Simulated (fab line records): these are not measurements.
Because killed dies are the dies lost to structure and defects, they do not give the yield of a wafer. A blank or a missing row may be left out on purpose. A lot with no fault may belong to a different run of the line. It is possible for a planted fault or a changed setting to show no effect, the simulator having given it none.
2 desks, one fault ; flow nand-harc ; only its own numbers are on each desk; what lay behind them is given at the end

## THE TOOL OWNER'S DESK: litho-track-05
The tool's own readings at NHARC_P_ZERO_WELL_PEB_22 (peb time 85 s): means of the sampled wafers that have a number, for each lot that ran on this tool. Marked OUT: a lot whose mean sits more than 4 standard deviations from the usual mean, which makes it out of limits; the brackets give that distance.
Columns: A = heater-power-total-W at NHARC_P_ZERO_WELL_PEB_22, usual 164.00 W; B = plate-temp-C at NHARC_P_ZERO_WELL_PEB_22, usual 118.01 C
lot;first seen here;A;B
L921;day 4 00:24;163.88;118.05
L922;day 4 10:29;163.94;118.07
L924;day 5 06:22;164.28;117.89
L925;day 5 16:34;164.16;117.97
L931;day 8 04:17;157.75 (-22) OUT;114.56 (-25) OUT
L933;day 9 00:31;157.91 (-22) OUT;114.70 (-24) OUT
This desk finds L931, L933 out of limits, L931 being first, at day 8 04:17 (heater-power-total-W at NHARC_P_ZERO_WELL_PEB_22). L921, L922, L924, L925: within limits.

## AT THE METROLOGY DESK
What the gauges read for every lot (on any tool): the sampled wafers with a number, averaged. Marked OUT: a lot whose mean sits more than 4 standard deviations from the usual mean, which makes it out of limits; the brackets give that distance.
Columns: A = cd-nm at NHARC_P_ZERO_WELL_CD_MEAS_24, usual 720.0 nm; B = trench-depth-nm at NHARC_P_STI_OCD_MEAS_43, usual 301.2 nm; C = trench-foot-cd-nm at NHARC_P_STI_OCD_MEAS_43, usual 158.3 nm
lot;first seen here;A;B;C
L916;day 1 22:28;720.3;299.6;157.3
L917;day 2 08:31;719.8;298.8;158.8
L918;day 2 18:50;718.6;302.4;157.3
L919;day 3 05:01;721.1;299.5;160.3
L921;day 4 00:29;722.4;303.2;158.9
L922;day 4 10:35;719.6;306.4;156.0
L924;day 5 06:28;718.9;302.7;160.3
L925;day 5 16:40;718.1;300.6;156.0
L931;day 8 04:23;712.8 (-4.5) OUT;300.5;158.2
L933;day 9 00:37;712.2 (-4.9) OUT;300.0;157.5
L939;day 11 13:17;721.8;304.8;160.1
This desk finds L931, L933 out of limits, L931 being first, at day 8 04:23 (cd-nm at NHARC_P_ZERO_WELL_CD_MEAS_24). L916, L917, L918, L919, L921, L922, L924, L925, L939: within limits.

## TAKEN TOGETHER
The tool owner's desk could have raised an alarm at day 8 04:17, on L931, L933.
An alarm was possible from the metrology desk at day 8 04:23, on L931, L933.
On litho-track-05, each named lot ran NHARC_P_ZERO_WELL_PEB_22.

## WHAT THE SIMULATOR HAD INSERTED
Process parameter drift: litho-track-05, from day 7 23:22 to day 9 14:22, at NHARC_P_ZERO_WELL_PEB_22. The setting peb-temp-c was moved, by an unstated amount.
Struck lots among those shown: L931, L933.
Hours from the fault's start to each desk's first reading out of limits: the tool owner's desk, 5; the metrology desk, 5.
